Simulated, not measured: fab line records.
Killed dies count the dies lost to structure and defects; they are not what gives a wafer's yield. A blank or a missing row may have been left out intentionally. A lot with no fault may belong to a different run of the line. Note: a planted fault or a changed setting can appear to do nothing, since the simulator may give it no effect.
Chamber matching ; flow nand harc ; NHARC_A_STAIRCASE_ETCH_169 on rie diel-12 has 4 sister chambers
The step etches the open film in CH3F/O2, target depth 50 nm, time 107.1 s. 14 wafers are shown with their chamber, then 7 later ones without.

EACH WAFER AND ITS CHAMBER
wafer;chamber;showerhead plenum p Torr (Torr);drypump motor current A (A);rf vpp V (V)
L078.1;1;2.38;6.1;244.5
L078.3;2;2.31;6.2;241.8
L078.5;3;2.31;6.0;242.8
L080.4;3;2.31;6.0;241.4
L080.5;0;2.65;5.1;247.4
L080.6;1;2.38;6.1;241.7
L082.1;1;2.38;6.1;243.1
L082.4;0;2.65;5.1;247.4
L082.5;2;2.31;6.2;242.1
L081.3;3;2.31;6.0;242.0
L081.4;1;2.38;6.0;243.0
L081.6;0;2.65;5.1;248.0
L085.2;0;2.64;5.1;245.9
L085.3;1;2.37;6.0;243.1

SIGNATURES (means of the wafers above)
reading;chamber 0;chamber 1;chamber 2;chamber 3;scatter within a chamber
showerhead plenum p Torr;2.6475;2.3780;2.3100;2.3100;0.00394
drypump motor current A;5.100;6.060;6.200;6.000;0.0346
rf vpp V;247.175;243.080;241.950;242.067;0.858
Rule: for each reading, subtract the chamber's mean from the wafer's reading, divide by that reading's scatter and square the result; add these up over the readings and take the root, which gives the wafer's distance from the chamber. The wafer belongs to the nearest chamber; if the next one is less than 2 further off, it can't be placed. The scatter is the square root of a quotient: the sum, over the shown wafers, of each reading's squared deviation from its chamber's mean, divided by wafers minus chambers.

WAFERS WHOSE CHAMBER IS MISSING
wafer;showerhead plenum p Torr (Torr);drypump motor current A (A);rf vpp V (V)
L085.6;2.30;5.9;242.1
L097.1;2.64;5.1;245.6
L097.3;2.37;6.0;242.1
L097.6;2.30;6.0;243.2
L096.1;2.29;6.2;241.7
L096.2;2.30;6.0;241.4
L096.4;2.64;5.2;246.1

WHICH CHAMBER EACH WENT THROUGH
wafer;from the rows above;in truth
L085.6;3;3
L097.1;0;0
L097.3;1;1
L097.6;3;3
L096.1;2;2
L096.2;3;3
L096.4;0;0
7 of 7 placed correctly. Left unplaced by these rows: 0. Wrongly placed: 0.
